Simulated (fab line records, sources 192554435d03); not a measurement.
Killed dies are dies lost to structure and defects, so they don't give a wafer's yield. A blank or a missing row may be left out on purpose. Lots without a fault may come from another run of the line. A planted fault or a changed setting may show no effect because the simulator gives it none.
Chamber matching | flow n5_finfet | N5_BEOL_M6_ILD_DEP_00 on pecvd-01: 3 sister chambers
The step deposits SiCOH lowk from DEMS/porogen, target thk 179.75 nm, time 33.4 s. 6 wafers are shown with their chamber, then 9 later ones without.

WAFERS WITH THEIR CHAMBER
wafer  | chamber | throttle_valve_pct (%) | showerhead_plenum_p_Torr (Torr)
L082.5 | 2       | 13.2                   | 5.714
L083.1 | 1       | 14.9                   | 5.785
L083.4 | 1       | 14.8                   | 5.782
L088.2 | 2       | 13.4                   | 5.719
L088.3 | 0       | 13.6                   | 5.738
L088.4 | 0       | 13.5                   | 5.752

WAFERS WITHOUT THEIR CHAMBER
wafer  | throttle_valve_pct (%) | showerhead_plenum_p_Torr (Torr)
L089.2 | 13.5                   | 5.758
L089.3 | 13.4                   | 5.702
L089.4 | 13.4                   | 5.734
L094.1 | 13.6                   | 5.746
L094.2 | 13.5                   | 5.722
L094.4 | 13.4                   | 5.714
L095.2 | 13.5                   | 5.713
L095.3 | 13.4                   | 5.738
L095.6 | 13.5                   | 5.756

WHICH CHAMBER EACH WENT THROUGH
wafer  | from the rows above     | in truth
L089.2 | 0                       | 0
L089.3 | 2                       | 2
L089.4 | can't be placed: 0 or 2 | 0
L094.1 | 0                       | 0
L094.2 | can't be placed: 2 or 0 | 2
L094.4 | 2                       | 2
L095.2 | 2                       | 2
L095.3 | can't be placed: 0 or 2 | 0
L095.6 | 0                       | 0
Placed correctly: 6 of 9. Can't be placed from these rows: 3 (the true chamber is among the candidates in 3). Placed wrongly: 0.
How it was worked out, from the rows above alone: a wafer's distance from a chamber is the root of the sum, over the readings, of the square of ((its reading less the chamber's mean) divided by the reading's scatter). The wafer belongs to the nearest chamber; if the next one is less than 2 further off, it can't be placed. A chamber's mean is the mean of its shown wafers. The scatter: the root of (the sum of the squares of (reading less its chamber's mean) over the shown wafers, divided by (wafers less chambers)).
